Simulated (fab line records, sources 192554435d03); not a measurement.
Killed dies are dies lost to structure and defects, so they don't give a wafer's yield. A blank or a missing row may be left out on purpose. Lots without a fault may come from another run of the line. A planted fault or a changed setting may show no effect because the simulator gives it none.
Chamber matching | flow n5_finfet | N5_BEOL_M3_CO_CAP_55 on cvd_co-02: 3 sister chambers
The step material Co, precursor CCTBA/H2, target thk 2 nm, time 102.1 s. 6 wafers are shown with their chamber, then 12 later ones without.

WAFERS WITH THEIR CHAMBER
wafer  | chamber | heater_power_w (W)
L085.6 | 0       | 250
L076.4 | 1       | 253
L076.6 | 0       | 249
L089.2 | 1       | 260
L089.3 | 2       | 224
L089.5 | 2       | 228

WAFERS WITHOUT THEIR CHAMBER
wafer  | heater_power_w (W)
L088.2 | 252
L088.3 | 220
L088.6 | 227
L091.2 | 249
L091.5 | 216
L091.6 | 258
L096.2 | 222
L096.5 | 248
L096.6 | 231
L097.1 | 225
L097.5 | 223
L097.6 | 254

WHICH CHAMBER EACH WENT THROUGH
wafer  | from the rows above     | in truth
L088.2 | can't be placed: 0 or 1 | 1
L088.3 | 2                       | 2
L088.6 | 2                       | 2
L091.2 | 0                       | 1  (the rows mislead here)
L091.5 | 2                       | 2
L091.6 | 1                       | 1
L096.2 | 2                       | 2
L096.5 | 0                       | 0
L096.6 | 2                       | 2
L097.1 | 2                       | 2
L097.5 | 2                       | 2
L097.6 | can't be placed: 1 or 0 | 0
Placed correctly: 9 of 12. Can't be placed from these rows: 2 (the true chamber is among the candidates in 2). Placed wrongly: 1.
How it was worked out, from the rows above alone: a wafer's distance from a chamber is the root of the sum, over the readings, of the square of ((its reading less the chamber's mean) divided by the reading's scatter). The wafer belongs to the nearest chamber; if the next one is less than 2 further off, it can't be placed. A chamber's mean is the mean of its shown wafers. The scatter: the root of (the sum of the squares of (reading less its chamber's mean) over the shown wafers, divided by (wafers less chambers)).
